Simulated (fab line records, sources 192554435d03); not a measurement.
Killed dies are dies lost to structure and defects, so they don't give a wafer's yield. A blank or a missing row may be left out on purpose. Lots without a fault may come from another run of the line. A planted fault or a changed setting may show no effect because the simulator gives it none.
Which tool did it? | flow n5_finfet | 11 lots, 29 wafers sampled, at 5 steps of a route of 1938

WHAT THE GAUGES READ, wafer by wafer
N5_BEOL_M4_RC_MEAS_101. Usual: DIBL_N 36.1 mV/V, standard deviation 1.5; DIBL_P 36.1 mV/V, standard deviation 1.9; IOFF_N 0.159 nA/um, standard deviation 0.029; IOFF_P 0.21 nA/um, standard deviation 0.038; IOFF_P_85C 3.7 nA/um, standard deviation 0.54; IOFF_P_LIN 0.102 nA/um, standard deviation 0.015; IOFF_P_LONG 0.000108 nA/um, standard deviation 1.2e-05; ION_N 675 uA/um, standard deviation 11; ION_P 464 uA/um, standard deviation 8.1; SS_N 71.5 mV/dec, standard deviation 0.57; SS_P 73.3 mV/dec, standard deviation 0.64; VT_N 249 mV, standard deviation 3.1; VT_N_LVT 99 mV, standard deviation 3.1; VT_P -250 mV, standard deviation 3.8; VT_P_LONG -275 mV, standard deviation 3.8.
lot  | measured     | on        | DIBL_N (mV/V)  | DIBL_P (mV/V)  | IOFF_N (nA/um)    | IOFF_P (nA/um) | IOFF_P_85C (nA/um) | IOFF_P_LIN (nA/um) | IOFF_P_LONG (nA/um)        | ION_N (uA/um) | ION_P (uA/um) | SS_N (mV/dec)  | SS_P (mV/dec)  | VT_N (mV)   | VT_N_LVT (mV) | VT_P (mV)      | VT_P_LONG (mV) | flag
L358 | day 7 14:54  | prober-01 | 37.0 35.4 37.2 | 37.6 34.6 38.3 | 0.149 0.118 0.144 | 0.21 0.17 0.22 | 3.6 3.0 3.7        | 0.101 0.087 0.102  | 0.000113 0.000106 0.000109 | 664 654 664   | 462 457 461   | 71.6 71.8 71.6 | 73.3 72.9 73.2 | 249 255 252 | 100 104 101   | -251 -254 -251 | -276 -273 -275 |
L359 | day 8 06:20  | prober-01 | 36.9 36.2 36.3 | 35.9 35.2 34.8 | 0.156 0.148 0.152 | 0.20 0.19 0.18 | 3.6 3.4 3.3        | 0.096 0.092 0.090  | 0.000105 0.0001 0.000106   | 667 675 658   | 456 457 453   | 71.5 71.4 71.5 | 72.8 73.0 72.6 | 250 251 253 | 100 100 101   | -250 -252 -252 | -274 -276 -277 |
L360 | day 8 08:42  | prober-02 | 33.6 35.6      | 32.4 35.8      | 0.118 0.147       | 0.70 0.22      | 9.7 3.7            | 0.352 0.106        | 0.000382 0.000121          | 668 680       | 518 471       | 71.4 72.0      | 72.6 73.4      | 257 251     | 143 99        | -210 -249      | -235 -271      | OFF
L361 | day 8 09:32  | prober-01 | 37.8 35.9      | 37.3 34.2      | 0.161 0.137       | 0.24 0.75      | 4.1 10.8           | 0.111 0.376        | 0.000113 0.000353          | 666 672       | 464 519       | 71.8 72.3      | 73.8 72.5      | 249 250     | 100 141       | -246 -211      | -273 -236      | OFF
L370 | day 11 05:29 | prober-01 | 33.0 36.2 33.8 | 32.4 35.5 33.0 | 0.104 0.145 0.109 | 0.15 0.18 0.15 | 2.7 3.3 2.8        | 0.079 0.092 0.078  | 9.9e-05 9.7e-05 0.000107   | 660 664 668   | 446 456 453   | 70.9 71.4 71.1 | 72.5 73.0 72.2 | 255 252 256 | 104 99 104    | -254 -253 -254 | -277 -277 -278 |
L374 | day 12 02:38 | prober-01 | 32.5 35.7      | 32.2 35.1      | 0.111 0.150       | 0.17 0.21      | 3.0 3.6            | 0.087 0.101        | 0.000108 0.000111          | 667 663       | 464 458       | 70.8 71.1      | 72.5 73.2      | 253 249     | 105 101       | -254 -248      | -271 -274      |
L375 | day 12 05:31 | prober-01 | 35.6 36.9 36.6 | 37.1 37.5 37.7 | 0.150 0.166 0.169 | 0.19 0.19 0.20 | 3.3 3.3 3.5        | 0.090 0.088 0.093  | 8.9e-05 8.8e-05 8.6e-05    | 663 676 675   | 457 460 457   | 71.3 72.4 72.3 | 73.5 73.6 73.7 | 253 248 251 | 100 98 98     | -254 -254 -254 | -279 -283 -279 |
L376 | day 12 10:04 | prober-01 | 35.3 37.3      | 36.4 39.1      | 0.159 0.206       | 0.21 0.26      | 3.6 4.4            | 0.100 0.119        | 0.000112 0.00011           | 688 689       | 463 468       | 72.2 72.0      | 73.5 74.1      | 248 244     | 97 92         | -249 -247      | -272 -274      |
L377 | day 12 12:51 | prober-01 | 36.9 36.9 36.4 | 39.4 39.2 38.2 | 0.195 0.187 0.174 | 0.25 0.23 0.22 | 4.3 4.0 3.9        | 0.112 0.105 0.101  | 9.5e-05 9.6e-05 9.5e-05    | 675 673 671   | 465 463 462   | 71.8 72.0 72.4 | 74.3 74.5 74.7 | 247 249 250 | 95 96 97      | -247 -252 -248 | -278 -272 -278 |
L378 | day 12 17:18 | prober-01 | 37.1 36.9 38.5 | 36.9 37.2 39.3 | 0.177 0.184 0.213 | 0.26 0.28 0.31 | 4.3 4.6 5.1        | 0.124 0.131 0.141  | 0.000125 0.000128 0.000132 | 686 691 702   | 476 481 479   | 72.1 71.4 72.2 | 73.8 73.1 73.5 | 245 248 244 | 97 97 93      | -245 -241 -241 | -268 -268 -270 |
L381 | day 14 09:27 | prober-01 | 36.2 36.6 34.8 | 36.8 36.4 36.0 | 0.181 0.180 0.168 | 0.23 0.23 0.23 | 4.1 4.0 4.0        | 0.110 0.109 0.108  | 0.000119 0.000116 0.000122 | 684 680 686   | 469 468 473   | 71.1 70.9 71.5 | 73.3 72.5 73.6 | 247 246 244 | 96 96 96      | -247 -248 -247 | -272 -273 -272 |

WHICH TOOL RAN EACH LOT (tool, then ch and the chambers of the sampled wafers, then the start)
lot  | N5_HKMG_FIN_ALD_74              | N5_BEOL_M4_ANNEAL_89         | N5_BEOL_M4_ANNEAL_93         | N5_BEOL_M4_PRE_CLEAN_60
L358 | ald_hk-03 ch 2,3, day 4 05:14   | pvd_sputter-02, day 7 12:32  | pvd_sputter-02, day 7 12:59  | cvd_co-01 ch 0,1,2, day 7 14:11
L359 | ald_hk-03 ch 0,2,3, day 4 08:53 | pvd_sputter-01, day 8 04:17  | pvd_sputter-01, day 8 04:44  | cvd_co-01 ch 0,1,2, day 8 05:55
L360 | ald_hk-03 ch 0,3, day 4 13:38   | pvd_sputter-02, day 8 06:49  | pvd_sputter-02, day 8 07:15  | cvd_co-02 ch 0,2, day 8 08:26
L361 | ald_hk-03 ch 1,3, day 4 18:50   | pvd_sputter-01, day 8 07:28  | pvd_sputter-01, day 8 07:55  | cvd_co-02 ch 1,2, day 8 09:06
L370 | ald_hk-02 ch 1,2,3, day 7 06:15 | pvd_sputter-02, day 11 03:26 | pvd_sputter-02, day 11 03:53 | cvd_co-01 ch 0,1, day 11 05:13
L374 | ald_hk-02 ch 3, day 8 01:44     | pvd_sputter-03, day 12 00:26 | pvd_sputter-03, day 12 00:52 | cvd_co-01 ch 1,2, day 12 02:03
L375 | ald_hk-01 ch 2,3, day 8 09:17   | pvd_sputter-01, day 12 03:31 | pvd_sputter-01, day 12 03:57 | cvd_co-01 ch 0,1,2, day 12 05:15
L376 | ald_hk-03 ch 0,3, day 8 13:52   | pvd_sputter-03, day 12 08:07 | pvd_sputter-03, day 12 08:34 | cvd_co-02 ch 0,1, day 12 09:44
L377 | ald_hk-01 ch 0,1,2, day 8 22:12 | pvd_sputter-03, day 12 10:46 | pvd_sputter-03, day 12 11:13 | cvd_co-01 ch 1,2, day 12 12:23
L378 | ald_hk-01 ch 0,3, day 8 22:47   | pvd_sputter-01, day 12 15:23 | pvd_sputter-01, day 12 15:50 | cvd_co-01 ch 1,2, day 12 17:02
L381 | ald_hk-03 ch 0,1,2, day 9 17:31 | pvd_sputter-01, day 14 07:18 | pvd_sputter-01, day 14 07:46 | cvd_co-02 ch 0,1,2, day 14 09:10
- N5_HKMG_FIN_ALD_74: deposits La2O3, target thk 0.5 nm, pulse time 6 s, co reactant pulse time 1 s.
- N5_BEOL_M4_ANNEAL_89: time 240 s.
- N5_BEOL_M4_ANNEAL_93: time 240 s.
- N5_BEOL_M4_PRE_CLEAN_60: time 15 s.

WHAT THE TOOLS THEMSELVES READ (means of the sampled wafers that have a number; where no wafer has one, the mark that the record gives instead)
N5_HKMG_FIN_ALD_74. Usual: heater_power_w 350 W, standard deviation 33; precursor_pulse_height_rel 0.999, standard deviation 0.018.
lot  | tool      | heater_power_w (W) | precursor_pulse_height_rel | flag
L358 | ald_hk-03 | 337                | 1.000                      |
L359 | ald_hk-03 | 343                | 1.023                      |
L360 | ald_hk-03 | 346                | 1.018                      |
L361 | ald_hk-03 | 296                | 0.995                      |
L370 | ald_hk-02 | 352                | 1.010                      |
L374 | ald_hk-02 | 299                | 0.978                      |
L375 | ald_hk-01 | 377                | 1.023                      |
L376 | ald_hk-03 | 352                | 0.993                      |
L377 | ald_hk-01 | 368                | 1.001                      |
L378 | ald_hk-01 | 363                | 0.991                      |
L381 | ald_hk-03 | 329                | 0.989                      |

N5_BEOL_M4_ANNEAL_89. Usual: heater_power_w 809 W, standard deviation 82.
lot  | tool           | heater_power_w (W) | flag
L358 | pvd_sputter-02 | 842                |
L359 | pvd_sputter-01 | 814                |
L360 | pvd_sputter-02 | 816                |
L361 | pvd_sputter-01 | 882                |
L370 | pvd_sputter-02 | 841                |
L374 | pvd_sputter-03 | 754                |
L375 | pvd_sputter-01 | 804                |
L376 | pvd_sputter-03 | 691                |
L377 | pvd_sputter-03 | 786                |
L378 | pvd_sputter-01 | 819                |
L381 | pvd_sputter-01 | 811                |

N5_BEOL_M4_ANNEAL_93. Usual: heater_power_w 810 W, standard deviation 80.
lot  | tool           | heater_power_w (W) | flag
L358 | pvd_sputter-02 | 836                |
L359 | pvd_sputter-01 | 813                |
L360 | pvd_sputter-02 | 818                |
L361 | pvd_sputter-01 | 876                |
L370 | pvd_sputter-02 | 832                |
L374 | pvd_sputter-03 | 762                |
L375 | pvd_sputter-01 | 825                |
L376 | pvd_sputter-03 | 694                |
L377 | pvd_sputter-03 | 791                |
L378 | pvd_sputter-01 | 816                |
L381 | pvd_sputter-01 | 800                |

N5_BEOL_M4_PRE_CLEAN_60. Usual: heater_power_w 85 W, standard deviation 18.
lot  | tool      | heater_power_w (W) | flag
L358 | cvd_co-01 | 96                 |
L359 | cvd_co-01 | 95                 |
L360 | cvd_co-02 | 86                 |
L361 | cvd_co-02 | 67                 |
L370 | cvd_co-01 | 95                 |
L374 | cvd_co-01 | 102                |
L375 | cvd_co-01 | 97                 |
L376 | cvd_co-02 | 71                 |
L377 | cvd_co-01 | 98                 |
L378 | cvd_co-01 | 98                 |
L381 | cvd_co-02 | 76                 |

THE ANSWER, worked out from the rows above alone
Rule: a lot is off if the mean of its wafers that have a number lies more than 3 standard deviations from the usual mean. A lot without any number at a reading at which 4 lots or more have one is off too. The other lots that the step has rows for count as sound. The gauges are gone through in route order, then the tools' own readings, and for those a lot's mean is taken as printed above. The first step at which some lot is off is used, and at that step the reading that is off furthest; a lot without a number counts as furthest.
Off: L360, L361, at N5_BEOL_M4_RC_MEAS_101 (IOFF_P_LONG).
A tool fits if, at a process step before that reading, it ran every lot that is off, and no sound lot after the first of them. The gauges at N5_BEOL_M4_RC_MEAS_101 are tried like those tools. None of those tried fits.

WHAT THE SIMULATOR HAD PUT IN
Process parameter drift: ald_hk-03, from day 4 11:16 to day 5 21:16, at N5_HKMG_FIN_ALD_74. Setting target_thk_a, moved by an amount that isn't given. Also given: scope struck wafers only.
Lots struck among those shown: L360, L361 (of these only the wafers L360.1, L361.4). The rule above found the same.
